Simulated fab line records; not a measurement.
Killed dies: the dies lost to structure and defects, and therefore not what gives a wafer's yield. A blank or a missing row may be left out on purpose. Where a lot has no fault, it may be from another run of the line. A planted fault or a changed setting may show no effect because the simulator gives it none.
Which of the tools did it? -- flow n5Finfet -- 10 lots, 30 wafers sampled, at 5 steps of a route of 1938

== WHAT THE GAUGES SHOWED, per wafer ==
N5_BEOL_M4_RC_MEAS_101. Usual: DIBL_N 37.5 mV/V, standard deviation 1.9; DIBL_P 37.3 mV/V, standard deviation 2.4; IOFF_N 0.18 nA/um, standard deviation 0.038; IOFF_P 0.23 nA/um, standard deviation 0.045; ION_N 677 uA/um, standard deviation 11; ION_P 464 uA/um, standard deviation 8.1; SS_N 72.0 mV/dec, standard deviation 0.68; SS_P 73.5 mV/dec, standard deviation 0.77; VT_N 249 mV, standard deviation 3.3; VT_P -249 mV, standard deviation 3.6.
lot,measured,on,DIBL_N (mV/V),DIBL_P (mV/V),IOFF_N (nA/um),IOFF_P (nA/um),ION_N (uA/um),ION_P (uA/um),SS_N (mV/dec),SS_P (mV/dec),VT_N (mV),VT_P (mV),flag
L468,day 8 00:23,prober-02,38.1 40.4 37.6,37.5 40.1 36.8,0.18 0.23 0.17,0.20 0.24 0.19,672 687 665,449 465 451,72.3 73.4 71.6,73.7 73.7 73.8,250 248 252,-251 -249 -254,
L469,day 7 19:20,prober-01,38.4 36.5 39.9,37.3 36.1 39.5,0.22 0.17 0.24,0.24 0.21 0.27,688 667 679,468 460 461,72.3 71.8 72.8,74.0 73.1 74.7,242 248 245,-247 -253 -247,
L471,day 8 17:16,prober-01,36.2 34.6 33.8,38.4 33.9 35.0,0.18 0.15 0.13,0.24 0.17 0.18,671 667 657,468 461 457,72.0 72.0 71.6,73.2 72.3 72.8,251 252 252,-247 -251 -252,
L476,day 10 03:54,prober-01,39.1 37.8 36.3,39.1 36.6 35.3,0.18 0.16 0.14,0.25 0.22 0.19,665 665 666,463 460 456,73.1 72.4 71.7,74.1 73.1 72.8,252 255 255,-249 -247 -252,
L477,day 10 06:16,prober-02,37.2 37.7 37.5,37.5 37.4 37.3,0.18 0.19 0.17,0.25 0.24 0.23,673 674 669,469 467 461,71.4 72.3 71.2,73.7 74.2 74.2,250 252 249,-247 -247 -249,
L481,day 11 05:46,prober-02,34.8 37.4 38.5,34.9 37.4 39.7,0.13 0.16 0.19,0.18 0.21 0.25,673 659 685,458 455 471,70.5 71.8 71.4,72.1 73.2 73.7,254 250 248,-250 -253 -248,
L488,day 13 05:11,prober-02,38.6 39.7 40.7,39.3 40.5 41.6,0.18 0.23 0.23,0.24 0.26 0.27,681 683 692,464 463 470,71.8 72.4 72.7,74.7 74.5 74.2,247 244 245,-250 -249 -249,
L489,day 13 10:32,prober-01,35.9 34.5 38.4,35.1 32.9 39.1,0.15 0.13 0.22,0.20 0.17 0.30,672 650 701,460 450 482,72.0 71.4 72.4,74.0 72.2 73.5,250 253 244,-250 -253 -243,
L490,day 13 12:23,prober-02,38.9 36.0 34.5,38.9 36.7 36.0,0.22 0.15 0.13,0.25 0.21 0.20,682 675 664,458 466 462,72.6 71.9 71.6,73.9 72.7 73.4,248 249 253,-249 -248 -250,
L491,day 13 19:59,prober-02,41.6 37.2 38.0,42.9 36.3 37.6,0.28 0.17 0.17,0.37 0.24 0.23,705 670 670,480 462 462,72.5 71.4 72.1,75.0 73.9 73.2,243 249 251,-242 -245 -251,

== WHICH TOOL RAN EACH LOT (tool, then ch and the chambers of the sampled wafers, then the start) ==
lot,N5_HKMG_FIN_STRIP_88,N5_HKMG_FIN_ALD_72,N5_HKMG_FIN_W_FILL_22,N5_HKMG_FIN_CMP_23
L468,"plasmaAsher-01 ch 0,1, day 4 05:13","cvdW-02 ch 0, day 4 07:11","cvdW-02 ch 0, day 4 07:14","cmp-04 ch 1,2,3, day 4 07:27"
L469,"plasmaAsher-01 ch 0,1, day 4 08:47","cvdW-01 ch 0,1, day 4 10:43","cvdW-01 ch 0,1, day 4 10:47","cmp-02 ch 0,3, day 4 10:54"
L471,"plasmaAsher-01 ch 0,1, day 4 21:51","cvdW-01 ch 0,1, day 4 23:54","cvdW-01 ch 0,1, day 4 23:58","cmp-02 ch 1,2, day 5 00:04"
L476,"plasmaAsher-01 ch 0,1, day 6 08:26","cvdW-01 ch 0,1, day 6 10:17","cvdW-01 ch 0,1, day 6 10:20","cmp-04 ch 1,2,3, day 6 10:35"
L477,"plasmaAsher-02 ch 0,1, day 6 14:55","cvdW-01 ch 0,1, day 6 16:58","cvdW-01 ch 0,1, day 6 17:02","cmp-03 ch 0,2,3, day 6 17:17"
L481,"plasmaAsher-01 ch 0,1, day 7 12:51","cvdW-02 ch 0,1, day 7 14:53","cvdW-02 ch 0,1, day 7 14:56","cmp-03 ch 0,3, day 7 15:08"
L488,"plasmaAsher-02 ch 0,1, day 9 05:02","cvdW-02 ch 0, day 9 06:58","cvdW-02 ch 0, day 9 07:02","cmp-03 ch 2,3, day 9 07:13"
L489,"plasmaAsher-02 ch 0,1, day 9 11:33","cvdW-02 ch 0,1, day 9 13:28","cvdW-02 ch 0,1, day 9 13:32","cmp-02 ch 0,1,3, day 9 13:48"
L490,"plasmaAsher-01 ch 1, day 9 17:01","cvdW-02 ch 0, day 9 18:57","cvdW-02 ch 0, day 9 19:01","cmp-03 ch 2,3, day 9 19:11"
L491,"plasmaAsher-01 ch 0,1, day 9 23:08","cvdW-01 ch 0,1, day 10 01:14","cvdW-01 ch 0,1, day 10 01:19","cmp-03 ch 1,2,3, day 10 01:35"
- N5_HKMG_FIN_STRIP_88: strips in N2/H2, time 360 s.
- N5_HKMG_FIN_ALD_72: deposits W, target thk 2 nm, pulse time 1 s, purge time 2 s.
- N5_HKMG_FIN_W_FILL_22: material W, target thk 60 nm, time 18.2 s.
- N5_HKMG_FIN_CMP_23: polishes, stops on SiNx, t overpolish 10 s, target thk 46.326 nm.

== AS READ BY THE TOOLS THEMSELVES (means over the sampled wafers that have a number; for cases with no such wafer, the mark the record gives instead) ==
N5_HKMG_FIN_STRIP_88. Usual: drypumpMotorCurrentA 5.50 A, standard deviation 0.18; heaterPowerW 427 W, standard deviation 24.
lot,tool,drypumpMotorCurrentA (A),heaterPowerW (W),flag
L468,plasmaAsher-01,5.53,413,
L469,plasmaAsher-01,5.55,423,
L471,plasmaAsher-01,5.55,418,
L476,plasmaAsher-01,5.59,410,
L477,plasmaAsher-02,5.30,454,
L481,plasmaAsher-01,5.54,414,
L488,plasmaAsher-02,5.47,451,
L489,plasmaAsher-02,5.31,453,
L490,plasmaAsher-01,5.50,433,
L491,plasmaAsher-01,5.59,406,

N5_HKMG_FIN_ALD_72. Usual: heaterPowerW 501 W, standard deviation 13; precursorPulseHeightRel 1.001, standard deviation 0.021.
lot,tool,heaterPowerW (W),precursorPulseHeightRel,flag
L468,cvdW-02,490,1.012,
L469,cvdW-01,491,0.993,
L471,cvdW-01,503,1.027,
L476,cvdW-01,489,0.993,
L477,cvdW-01,493,0.997,
L481,cvdW-02,504,1.006,
L488,cvdW-02,489,0.991,
L489,cvdW-02,508,1.024,
L490,cvdW-02,498,0.994,
L491,cvdW-01,495,0.998,

N5_HKMG_FIN_W_FILL_22. Usual: heaterPowerW 895 W, standard deviation 24; throttleValvePct 20.1 %, standard deviation 1.2.
lot,tool,heaterPowerW (W),throttleValvePct (%),flag
L468,cvdW-02,887,20.6,
L469,cvdW-01,892,19.1,
L471,cvdW-01,892,19.3,
L476,cvdW-01,873,19.2,
L477,cvdW-01,881,19.2,
L481,cvdW-02,904,21.4,
L488,cvdW-02,885,21.0,
L489,cvdW-02,908,21.5,
L490,cvdW-02,870,21.0,
L491,cvdW-01,879,19.1,

N5_HKMG_FIN_CMP_23. Usual: edgeZonePressureFrac 1.000, standard deviation 0.0043; motorCurrentA 12.0 A, standard deviation 0.66; padLifeWafers 1141, standard deviation 560.
lot,tool,edgeZonePressureFrac,motorCurrentA (A),padLifeWafers,flag
L468,cmp-04,1.004,12.5,470,
L469,cmp-02,0.999,10.9,276,
L471,cmp-02,0.996,12.1,380,
L476,cmp-04,1.003,12.5,866,
L477,cmp-03,1.003,11.7,1358,
L481,cmp-03,1.005,11.8,1556,
L488,cmp-03,1.002,12.1,1946,
L489,cmp-02,1.000,11.3,950,
L490,cmp-03,1.000,11.7,2034,
L491,cmp-03,1.002,11.9,2090,

== THE ANSWER, worked out from the rows above alone ==
Rule: lot off if the mean of its wafers having a number is beyond 3 standard deviations from the usual mean. A lot without any number at a reading at which 4 lots or more have one is off too. Any other lot the step has rows for is counted as sound. The gauges are gone through in route order, then the tools' own readings, and for those a lot's mean is taken as printed above. The first step at which some lot is off is used, and at that step the reading that is off furthest; a lot without a number counts as furthest.
No lot is off at any reading shown: from this, nothing can be told.

== WHAT THE SIMULATOR HAD INSERTED ==
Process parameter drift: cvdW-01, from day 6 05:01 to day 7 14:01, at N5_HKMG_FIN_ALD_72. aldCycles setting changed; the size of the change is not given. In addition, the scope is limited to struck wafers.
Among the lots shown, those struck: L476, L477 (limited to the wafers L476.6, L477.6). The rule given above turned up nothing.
